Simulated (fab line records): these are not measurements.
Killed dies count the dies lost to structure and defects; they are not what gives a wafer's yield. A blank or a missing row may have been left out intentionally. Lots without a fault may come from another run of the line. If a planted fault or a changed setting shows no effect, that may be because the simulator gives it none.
Chamber matching	flow n5_finfet	N5_BEOL_M11_DESCUM_33 on rie_diel-04: 4 sister chambers
The step chemistry O2, time 7.9 s. 16 wafers are shown with their chamber, then 8 later ones without.

EACH WAFER AND ITS CHAMBER
wafer	chamber	showerhead_plenum_p_Torr (Torr)	oes_product_au (a.u.)	rf_vpp_V (V)
L074.1	2	2.21	0.89	244.8
L074.2	1	2.13	1.00	244.6
L074.3	3	1.99	0.69	242.4
L074.4	0	2.06	0.92	243.5
L074.5	1	2.13	0.99	246.0
L074.6	0	2.06	0.92	243.8
L076.1	0	2.05	0.90	244.0
L076.4	1	2.12	0.98	244.2
L076.6	2	2.21	0.88	244.6
L079.2	2	2.21	0.87	243.8
L079.4	1	2.12	0.96	243.6
L079.6	3	1.98	0.68	241.1
L081.3	2	2.21	0.87	246.4
L081.5	3	1.98	0.68	240.6
L081.6	0	2.05	0.89	242.6
L078.1	1	2.12	0.95	243.0

SIGNATURES, as means of the wafers listed above
reading	chamber 0	chamber 1	chamber 2	chamber 3	scatter within a chamber
showerhead_plenum_p_Torr	2.0550	2.1240	2.2100	1.9833	0.00489
oes_product_au	0.9075	0.9760	0.8775	0.6833	0.0151
rf_vpp_V	243.475	244.280	244.900	241.367	0.983
Rule: a wafer lies at a distance from a chamber equal to the root of the sum of squares, over the readings, of (its reading less the chamber's mean, divided by the reading's scatter). If the next closest chamber is less than 2 further off than the closest, the wafer can't be placed; otherwise it belongs to the closest. The scatter is the square root of a quotient: the sum, over the shown wafers, of each reading's squared deviation from its chamber's mean, divided by wafers minus chambers.

WAFERS WITHOUT THEIR CHAMBER
wafer	showerhead_plenum_p_Torr (Torr)	oes_product_au (a.u.)	rf_vpp_V (V)
L078.2	2.21	0.86	243.1
L078.5	2.12	0.94	243.0
L088.2	2.12	0.93	245.0
L088.3	2.20	0.84	245.3
L088.5	2.20	0.84	244.5
L094.3	2.24	0.95	245.7
L094.4	2.11	0.90	244.6
L094.5	2.11	0.88	242.4

WHICH CHAMBER EACH ONE RAN IN
wafer	from the rows above	in truth
L078.2	2	2
L078.5	1	1
L088.2	1	1
L088.3	2	2
L088.5	2	2
L094.3	2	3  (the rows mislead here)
L094.4	1	1
L094.5	1	1
7 of 8 placed correctly. Not placeable from these rows: 0. 1 placed wrongly.
